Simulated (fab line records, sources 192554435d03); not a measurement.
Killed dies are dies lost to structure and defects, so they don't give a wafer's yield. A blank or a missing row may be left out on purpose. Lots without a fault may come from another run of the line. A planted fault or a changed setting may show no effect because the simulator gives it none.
fab line records | flow n5_finfet
record lots=7 wafers=39
route steps=1938 shown BEOL_M5@1191 BEOL_M9@1419 BEOL_M11@1536 BEOL_M14@1751
start_h: hours from the record's first day to the start of the lot's first wafer shown | wait_h: hours since the lot's step before | " the same as in the row above | L1.1+2: a row that stands for several wafers | - no value, or no start given | * or withheld: withheld | < > ~ a bound
route shown NAME@n: a module of which the file shows steps, and the number in the route of the first | usual: mean/standard deviation of fault-free wafers | same: alike in all rows | chamber/n: place in a boat | sites: the reading at each site | _std_site: their standard deviation | _edge_site: outer sites' mean less inner sites' | radius_mm: how far each site lies from the wafer's centre | mask NAME#n: copy n | behind: the tool/chamber that last shaped the wafer | hold: why the lot was held/for how many hours/how that ended | device: the transistor (n, p or np) that didn't switch | end of line: the same wafers' tests at the end of the route | a step without rows: its recipe alone | killed: dies lost to structure and defects at the first sort, not the wafer's yield | map: a wafer's dies, x killed, . not, _ none there
set.NAME: the setting as run; set.NAME@STEP: as run at that earlier step | model.NAME: the simulator's own value behind a step, which no gauge read
lots whose settings were changed on purpose; a table a step, a row a wafer
## steps
# step N5_BEOL_M5_DEP_56
# recipe material=SiCN target_thk_a=80 temp_c=withheld precursor=3MS/NH3 pressure_torr=3 rf_w=202 time_s=14
# columns lot.wafer tool chamber start_h wait_h set.target_thk_a model.SiCN_of_BEOL_M5_DEP_56.thk_nm
L077.1 pecvd-03 0 195.12 0.0 80 7.8
L077.2+3 " 2,1 " " 99.04 9.8
L077.4 " 1 " " 99.04 10
L077.5 " 2 " " 80 8.2
L077.6 " 0 " " 80 8
L078.1 pecvd-01 1 197.60 0.0 80 7.8
L078.2+5 " 2,0 " " 80 8
L078.3 " 0 " " 42.45 4
L078.4+6 " 1,2 " " 42.45 4.2
L085.1+5 pecvd-02 1,2 309.03 0.0 80 7.8
L085.2+3 " 2,0 " " 111.9 11
L085.4 " 1 " " 80 8
L085.6 " 0 " " 111.9 11.4
L092.1+2+4 pecvd-02 1,0,2 318.91 0.0 80 7.8
L092.3 " 2 " " 80 7.6
L092.5+6 " 1,0 " " 80 8
L093.3 pecvd-01 0 335.46 0.0 80 7.6
L093.4 " 1 " " 80 8.2
L093.5 " 2 " " 80 8
L096.1 pecvd-01 0 339.43 0.0 80 7.6
L096.2+3 " 1,2 " " 80 7.8
L096.4+5+6 " 0,2,1 " " 80 8
L086.1+2 pecvd-02 0,2 346.17 0.0 113.2 11.2
L086.3+6 " 1,2 " " 80 7.8
L086.4 " 1 " " 113.2 11.4
L086.5 " 0 " " 80 8
# step N5_BEOL_M5_RS_MEAS_57
# recipe thk_meas_gauge=four-point-probe reads=Co_of_BEOL_M5_CO_CAP_78+Cu_of_BEOL_M5_ECD_50+Co_of_BEOL_M5_CVD_47+TaN_of_BEOL_M5_ALD_86
# usual M5_RS=0.393/0.012
# columns lot.wafer tool chamber start_h wait_h set.target_depth_a@BEOL_M5_TRENCH_ETCH_37 M5_RS[ohm/sq]
L077.1 film_metro-02 - 195.18 0.0 993.6 0.251
L077.2 " - " " 716.52 0.378
L077.3 " - " " 993.6 0.254
L077.4 " - " " 716.52 0.391
L077.5 " - " " 716.52 0.397
L077.6 " - " " 993.6 0.248
L078.1 film_metro-02 - 197.67 0.0 864.1 0.319
L078.2 " - " " 716.52 0.390
L078.3 " - " " 864.1 0.315
L078.4 " - " " 716.52 0.393
L078.5 " - " " 716.52 0.379
L078.6 " - " " 864.1 0.298
L085.1 film_metro-01 - 309.09 0.0 599.6 0.541
L085.2 " - " " 716.52 0.405
L085.3 " - " " 716.52 0.404
L085.4 " - " " 716.52 0.389
L085.5 " - " " 599.6 0.503
L085.6 " - " " 599.6 0.543
L092.1 film_metro-02 - 318.98 0.0 716.52 0.395
L092.2 " - " " 716.52 0.388
L092.3 " - " " 716.52 0.381
L092.4 " - " " 716.52 0.379
L092.5 " - " " 716.52 0.399
L092.6 " - " " 716.52 0.388
L093.3 film_metro-01 - 335.53 0.1 716.52 0.385
L093.4 " - " " 716.52 0.382
L093.5 " - " " 716.52 0.375
L096.1 film_metro-01 - 339.50 0.0 480.1 0.697
L096.2 " - " " 716.52 0.404
L096.3 " - " " 716.52 0.395
L096.4 " - " " 480.1 0.675
L096.5 " - " " 480.1 0.661
L096.6 " - " " 716.52 0.405
L086.1 film_metro-02 - 346.24 0.0 909.4 0.284
L086.2 " - " " 716.52 0.408
L086.3 " - " " 716.52 0.394
L086.4 " - " " 909.4 0.266
L086.5 " - " " 716.52 0.379
L086.6 " - " " 909.4 0.292
# step N5_BEOL_M9_ETCH_62
# recipe chemistry=N2/H2 target=SOC target_depth_a=1100 overetch_a=220 mask_material=SiARC temp_c=40 time_s=165 ion_energy_ev=200 pressure_mtorr=30 source_w=840 bias_w=150 n2_flow_sccm=200 h2_flow_sccm=200
# columns lot.wafer tool chamber start_h wait_h set.time_s model.etch.depth_nm model.SiARC_of_BEOL_M9_COAT_60.thk_nm
L077.1 rie_diel-06 0 217.95 0.0 165 101 23.8
L077.2 " 2 " " 102.9 83.58 26
L077.3 " 1 " " 102.9 78.9 26.2
L077.4 " 0 " " 165 100.7 23.6
L077.5 " 1 " " 165 101.1 23.8
L077.6 " 2 " " 102.9 82.4 26
L078.1 rie_diel-06 1 219.90 0.0 165 99.39 23.8
L078.2 " 2 " " 165 99.62 23.4
L078.3 " 0 " " 165 99.72 23.8
L078.4 " 3 " " 165 99.67 23.4
L078.5 " 0 " " 165 99.68 23.8
L078.6 " 1 " " 165 99.86 23.8
L085.1+5 rie_diel-01 0 334.10 0.0 165 100.1 23.4
L085.2+4 " 1,3 " " 165 100.3 23.2
L085.3 " 2 " " 165 100.2 23.4
L085.6 " 3 " " 165 100.1 23.2
L092.1 rie_diel-01 3 348.92 0.0 165 99.77 23.4
L092.2 " 1 " " 165 99.77 23.2
L092.3 " 0 " " 165 100.2 23.4
L092.4 " 2 " " 165 99.9 23.6
L092.5 " 2 " " 165 99.8 23.6
L092.6 " 3 " " 165 99.93 23.4
L093.3 rie_diel-01 1 366.22 0.0 165 99.9 23
L093.4 " 2 " " 165 99.89 23.4
L093.5 " 3 " " 165 100 23.2
L096.1 rie_diel-06 2 371.39 0.0 165 100.3 23.4
L096.2 " 0 " " 101.8 81.29 26
L096.3 " 1 " " 101.8 77.94 26.2
L096.4 " 3 " " 101.8 82.32 26
L096.5 " 1 " " 165 100.3 23.8
L096.6 " 2 " " 165 100 23.4
L086.1 rie_diel-01 2 378.10 0.0 165 100.4 23.4
L086.2 " 1 " " 165 100.2 23
L086.3+4 " 0,3 " " 165 100.2 23.4
L086.5 " 0 " " 165 100.2 23.2
L086.6 " 3 " " 165 100.3 23.4
# step N5_BEOL_M9_STRIP_68
# recipe chemistry=N2/H2 temp_c=40 n2_flow_sccm=200 h2_flow_sccm=200 rf_frequency_hz=6e+07
# step N5_BEOL_M9_STRIP_67
# recipe chemistry=CF4 resist=SiARC power_w=300 bias_power_w=75 pressure_mtorr=50 cf4_flow_sccm=150 rf_frequency_hz=6e+07
# step N5_BEOL_M9_HM_OPEN_17
# recipe chemistry=Cl2/BCl3 target_depth_a=200 overetch_a=60 target=TiN mask_material=SOC ion_energy_ev=150 pressure_mtorr=10 icp_w=1000 bias_w=126 Cl2_flow_sccm=53.25 bcl3_flow_sccm=21.75 Ar_flow_sccm=25
# usual oes_product_au=0.69/0.068
# columns lot.wafer tool chamber start_h wait_h set.time_s@BEOL_M9_ETCH_62 oes_product_au
L077.1 rie_metal-01 0 218.14 0.0 165 0.52
L077.2 " 1 " " 102.9 0.29
L077.3 " 1 " " 102.9 0.29
L077.4 " 0 " " 165 0.52
L077.5 " 1 " " 165 0.67
L077.6 " 0 " " 102.9 0.23
L078.1 rie_metal-02 1 220.09 0.0 165 0.74
L078.2 " 0 " " 165 0.66
L078.3 " 0 " " 165 0.66
L078.4 " 1 " " 165 0.74
L078.5 " 0 " " 165 0.66
L078.6 " 1 " " 165 0.73
L085.1 rie_metal-01 1 334.29 0.0 165 0.66
L085.2 " 0 " " 165 0.77
L085.3 " 0 " " 165 0.76
L085.4 " 1 " " 165 0.65
L085.5 " 0 " " 165 0.77
L085.6 " 1 " " 165 0.65
L092.1 rie_metal-03 1 349.11 0.0 165 0.77
L092.2 " 0 " " 165 0.70
L092.3 " 0 " " 165 0.70
L092.4 " 1 " " 165 0.77
L092.5 " 1 " " 165 0.78
L092.6 " 0 " " 165 0.70
L093.3 rie_metal-03 1 366.44 0.1 165 0.75
L093.4 " 0 " " 165 0.68
L093.5 " 0 " " 165 0.68
L096.1 rie_metal-03 1 371.58 0.0 165 0.76
L096.2 " 0 " " 101.8 0.30
L096.3 " 0 " " 101.8 0.30
L096.4 " 1 " " 101.8 0.34
L096.5 " 1 " " 165 0.77
L096.6 " 0 " " 165 0.70
L086.1 rie_metal-01 0 378.29 0.0 165 0.75
L086.2 " 1 " " 165 0.64
L086.3 " 0 " " 165 0.75
L086.4 " 1 " " 165 0.64
L086.5 " 1 " " 165 0.65
L086.6 " 0 " " 165 0.76
# step N5_BEOL_M9_STRIP_19
# recipe chemistry=O2 power_w=400 temp_c=40 pressure_mtorr=30 rf_frequency_hz=6e+07 bias_power_w=0 overash_fraction=0.2 o2_flow_sccm=225
# step N5_BEOL_M9_STRIP_69
# recipe chemistry=N2/H2 temp_c=40 n2_flow_sccm=200 h2_flow_sccm=200 rf_frequency_hz=6e+07
# step N5_BEOL_M9_STRIP_77
# recipe chemistry=N2/H2 temp_c=40 n2_flow_sccm=200 h2_flow_sccm=200 rf_frequency_hz=6e+07
# step N5_BEOL_M9_VIA_ETCH_34
# recipe chemistry=C4F6/O2 target=SiCOH_lowk target_depth_a=1824 mask_material=SOC taper_deg=4 time_s=68.4 ion_energy_ev=250 pressure_mtorr=30 source_w=345 bias_w=185 Ar_flow_sccm=300 C4F6_flow_sccm=10 O2_flow_sccm=10
# usual oes_product_au=0.77/0.094
# columns lot.wafer tool chamber start_h wait_h set.time_s@BEOL_M9_ETCH_62 oes_product_au
L077.1 rie_diel-05 0 218.92 0.0 165 0.69
L077.2 " 1 " " 102.9 0.27
L077.3 " 2 " " 102.9 0.26
L077.4 " 3 " " 165 0.89
L077.5 " 0 " " 165 0.69
L077.6 " 1 " " 102.9 0.27
L078.1 rie_diel-05 0 221.00 0.0 165 0.69
L078.2 " 1 " " 165 0.71
L078.3 " 2 " " 165 0.69
L078.4 " 3 " " 165 0.90
L078.5 " 2 " " 165 0.70
L078.6 " 1 " " 165 0.72
L085.1 rie_diel-05 2 337.58 0.0 165 0.68
L085.2 " 0 " " 165 0.68
L085.3 " 3 " " 165 0.85
L085.4 " 1 " " 165 0.70
L085.5 " 1 " " 165 0.70
L085.6 " 2 " " 165 0.68
L092.1 rie_diel-06 0 352.09 0.0 165 0.77
L092.2 " 2 " " 165 0.83
L092.3 " 1 " " 165 0.68
L092.4 " 1 " " 165 0.68
L092.5 " 2 " " 165 0.83
L092.6 " 0 " " 165 0.78
L093.3 rie_diel-06 1 369.02 0.0 165 0.68
L093.4 " 2 " " 165 0.82
L093.5 " 2 " " 165 0.82
L096.1 rie_diel-05 3 373.76 0.0 165 0.85
L096.2 " 0 " " 101.8 0.36
L096.3 " 2 " " 101.8 0.25
L096.4 " 3 " " 101.8 0.31
L096.5 " 2 " " 165 0.67
L096.6 " 0 " " 165 0.98
L086.1 rie_diel-01 3 379.38 0.0 165 0.92
L086.2 " 0 " " 165 0.72
L086.3 " 2 " " 165 0.71
L086.4 " 1 " " 165 0.90
L086.5 " 3 " " 165 0.90
L086.6 " 2 " " 165 0.71
# step N5_BEOL_M11_ILD_DEP_00
# recipe material=SiCOH_lowk target_thk_a=3085.1 temp_c=300 precursor=DEMS/porogen pressure_torr=5 rf_w=500 time_s=58
# columns lot.wafer tool chamber start_h wait_h set.target_thk_a model.SiCOH_lowk_of_BEOL_M11_ILD_DEP_00.thk_nm
L077.1 pecvd-03 2 226.66 0.0 3085.1 311
L077.2 " 1 " " 3085.1 310.6
L077.3 " 0 " " 4923 491.4
L077.4 " 1 " " 3085.1 315.2
L077.5 " 0 " " 4923 495.6
L077.6 " 2 " " 4923 505
L078.1 pecvd-01 0 229.39 0.0 3085.1 311.6
L078.2 " 2 " " 3085.1 307.4
L078.3 " 1 " " 3977 400.8
L078.4 " 1 " " 3977 409.4
L078.5 " 0 " " 3977 404
L078.6 " 2 " " 3085.1 313.6
L085.1 pecvd-01 2 349.65 0.0 3085.1 303.6
L085.2 " 1 " " 3085.1 308.4
L085.3 " 0 " " 2291 228
L085.4 " 0 " " 2291 237.4
L085.5 " 2 " " 3085.1 308.6
L085.6 " 1 " " 2291 233.6
L092.1 pecvd-01 0 362.64 0.0 3085.1 309.2
L092.2 " 2 " " 3085.1 299.6
L092.3 " 1 " " 3085.1 308.2
L092.4 " 2 " " 3085.1 305.8
L092.5 " 0 " " 3085.1 311
L092.6 " 1 " " 3085.1 309.4
L093.3 pecvd-01 2 380.80 0.1 3085.1 310.8
L093.4 " 0 " " 3085.1 314
L093.5 " 2 " " 3085.1 309.6
L096.1 pecvd-04 2 382.23 0.0 2612 263.4
L096.2 " 0 " " 3085.1 303.2
L096.3 " 1 " " 2612 261.4
L096.4 " 2 " " 2612 260.4
L096.5 " 1 " " 3085.1 311.8
L096.6 " 0 " " 3085.1 305
L086.1 pecvd-03 2 392.06 0.0 3085.1 304.4
L086.2 " 0 " " 3085.1 299.8
L086.3 " 0 " " 2085 206.2
L086.4 " 2 " " 2085 210.2
L086.5 " 0 " " 2085 206.8
L086.6 " 2 " " 3085.1 305.4
# step N5_BEOL_M11_CURE_71
# recipe temp_c=385 time_s=240 ambient=He/Ar material=SiCOH_lowk
# columns lot.wafer tool chamber start_h wait_h set.target_thk_a@BEOL_M11_ILD_DEP_00 model.SiCOH_lowk_of_BEOL_M11_ILD_DEP_00.thk_nm
L077.1 uv_cure-02 1 226.74 0.0 3085.1 270.2
L077.2 " 1 " " 3085.1 269.8
L077.3 " 1 " " 4923 431.2
L077.4 " 1 " " 3085.1 273.8
L077.5 " 1 " " 4923 435
L077.6 " 1 " " 4923 443.6
L078.1 uv_cure-03 1 229.59 0.2 3085.1 270.6
L078.2 " 1 " " 3085.1 267
L078.3 " 1 " " 3977 350
L078.4 " 1 " " 3977 357.6
L078.5 " 1 " " 3977 352.8
L078.6 " 1 " " 3085.1 272.6
L085.1 uv_cure-03 2 349.73 0.0 3085.1 263.6
L085.2 " 2 " " 3085.1 267.8
L085.3 " 2 " " 2291 197.2
L085.4 " 2 " " 2291 205.4
L085.5 " 2 " " 3085.1 268
L085.6 " 2 " " 2291 202
L092.1 uv_cure-02 0 362.72 0.0 3085.1 268.6
L092.2 " 0 " " 3085.1 260.2
L092.3 " 0 " " 3085.1 267.6
L092.4 " 0 " " 3085.1 265.6
L092.5 " 0 " " 3085.1 270.2
L092.6 " 0 " " 3085.1 268.8
L093.3 uv_cure-02 1 381.04 0.2 3085.1 270.2
L093.4 " 1 " " 3085.1 273
L093.5 " 1 " " 3085.1 269
L096.1 uv_cure-02 0 382.31 0.0 2612 228.4
L096.2 " 0 " " 3085.1 263.2
L096.3 " 0 " " 2612 226.4
L096.4 " 0 " " 2612 225.6
L096.5 " 0 " " 3085.1 270.8
L096.6 " 0 " " 3085.1 265
L086.1 uv_cure-01 1 392.17 0.1 3085.1 264.4
L086.2 " 1 " " 3085.1 260.4
L086.3 " 1 " " 2085 178
L086.4 " 1 " " 2085 181.6
L086.5 " 1 " " 2085 178.6
L086.6 " 1 " " 3085.1 265.2
# step N5_BEOL_M11_THK_MEAS_01
# recipe reads=SiCOH_lowk_of_BEOL_M11_ILD_DEP_00
# usual M11_ILD_THK=268/3.8
# columns lot.wafer tool chamber start_h wait_h set.target_thk_a@BEOL_M11_ILD_DEP_00 M11_ILD_THK[nm]
L077.1 film_metro-01 - 227.25 0.4 3085.1 270
L077.2 " - " " 3085.1 270
L077.3 " - " " 4923 431
L077.4 " - " " 3085.1 274
L077.5 " - " " 4923 435
L077.6 " - " " 4923 443
L078.1 film_metro-02 - 230.10 0.4 3085.1 271
L078.2 " - " " 3085.1 267
L078.3 " - " " 3977 350
L078.4 " - " " 3977 358
L078.5 " - " " 3977 353
L078.6 " - " " 3085.1 273
L085.1 film_metro-01 - 350.24 0.4 3085.1 264
L085.2 " - " " 3085.1 268
L085.3 " - " " 2291 197
L085.4 " - " " 2291 206
L085.5 " - " " 3085.1 268
L085.6 " - " " 2291 202
L092.1 film_metro-01 - 363.23 0.4 3085.1 269
L092.2 " - " " 3085.1 260
L092.3 " - " " 3085.1 268
L092.4 " - " " 3085.1 266
L092.5 " - " " 3085.1 270
L092.6 " - " " 3085.1 269
L093.3 film_metro-02 - 381.39 0.3 3085.1 270
L093.4 " - " " 3085.1 273
L093.5 " - " " 3085.1 269
L096.1 film_metro-02 - 382.86 0.5 2612 229
L096.2 " - " " 3085.1 263
L096.3 " - " " 2612 227
L096.4 " - " " 2612 225
L096.5 " - " " 3085.1 271
L096.6 " - " " 3085.1 265
L086.1 film_metro-02 - 392.68 0.4 3085.1 264
L086.2 " - " " 3085.1 260
L086.3 " - " " 2085 178
L086.4 " - " " 2085 182
L086.5 " - " " 2085 179
L086.6 " - " " 3085.1 265
# step N5_BEOL_M14_ETCH_68
# recipe chemistry=N2/H2 target=SOC mask_material=SiARC source_w=3000 bias_w=350 temp_c=40 time_s=450 ion_energy_ev=200 pressure_mtorr=30 n2_flow_sccm=200 h2_flow_sccm=200
# columns lot.wafer tool chamber start_h wait_h set.target_depth_a model.SiARC_of_BEOL_M14_COAT_66.thk_nm
L077.1 rie_diel-04 3 241.44 0.1 9000 64.8
L077.2 " 1 " " 9000 65.2
L077.3+5 " 2,3 " " 9000 65.4
L077.4 " 0 " " 9000 65
L077.6 " 0 " " 9000 64.6
L078.1 rie_diel-03 1 245.65 0.1 13620 44
L078.2 " 2 " " 13620 45
L078.3 " 3 " " 13620 43
L078.4+5 " 3,1 " " 9000 66
L078.6 " 2 " " 9000 67.4
L085.1 rie_diel-03 0 375.47 0.1 9000 65
L085.2 " 1 " " 6701 77.4
L085.3+4 " 3,2 " " 9000 66.2
L085.5+6 " 2,3 " " 6701 77.6
L092.1 rie_diel-04 0 390.67 0.1 9000 64.6
L092.2+4 " 2,3 " " 9000 65.4
L092.3 " 1 " " 9000 64.4
L092.5 " 2 " " 9000 66
L092.6 " 3 " " 9000 65
L093.3 rie_diel-02 1 406.38 0.1 9000 65.4
L093.4 " 2 " " 9000 64.8
L093.5 " 1 " " 9000 64.6
L096.1 rie_diel-03 0 408.20 0.1 4644 86.4
L096.2 " 1 " " 4644 87
L096.3+4 " 3 " " 9000 65.8
L096.5 " 1 " " 4644 86.8
L096.6 " 0 " " 9000 63.6
L086.1 rie_diel-04 2 420.34 0.1 9000 65.6
L086.2 " 1 " " 9000 64.6
L086.3+4 " 3,0 " " 9000 65
L086.5 " 2 " " 9000 66
L086.6 " 1 " " 9000 64.4
## key
split step=N5_BEOL_M5_DEP_56 setting=target_thk_a stated=80 by=wafer
response step=N5_BEOL_M5_DEP_56 reading=model.SiCN_of_BEOL_M5_DEP_56.thk_nm change=+0.0812 per=1% r=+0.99
split step=N5_BEOL_M9_ETCH_62 setting=time_s stated=165 by=wafer
response step=N5_BEOL_M9_ETCH_62 reading=model.etch.depth_nm change=+0.513 per=1% r=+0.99
response step=N5_BEOL_M9_ETCH_62 reading=model.SiARC_of_BEOL_M9_COAT_60.thk_nm change=-0.0641 per=1% r=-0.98
response step=N5_BEOL_M9_HM_OPEN_17 reading=oes_product_au change=+0.0096 per=1% r=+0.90
response step=N5_BEOL_M9_VIA_ETCH_34 reading=oes_product_au change=+0.0134 per=1% r=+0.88
split step=N5_BEOL_M11_ILD_DEP_00 setting=target_thk_a stated=3085.1 by=wafer
response step=N5_BEOL_M11_ILD_DEP_00 reading=model.SiCOH_lowk_of_BEOL_M11_ILD_DEP_00.thk_nm change=+3.07 per=1% r=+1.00
response step=N5_BEOL_M11_CURE_71 reading=model.SiCOH_lowk_of_BEOL_M11_ILD_DEP_00.thk_nm change=+2.73 per=1% r=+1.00
response step=N5_BEOL_M11_THK_MEAS_01 reading=M11_ILD_THK change=+2.72 per=1% r=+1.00
split step=N5_BEOL_M14_ETCH_68 setting=target_depth_a stated=9000 by=wafer
response step=N5_BEOL_M14_ETCH_68 reading=model.SiARC_of_BEOL_M14_COAT_66.thk_nm change=-0.444 per=1% r=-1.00
split outside_this_file step=N5_BEOL_M5_TRENCH_ETCH_37 setting=target_depth_a
# split outside_this_file: this setting was split too, and the file shows its column; the key of that split is in another file
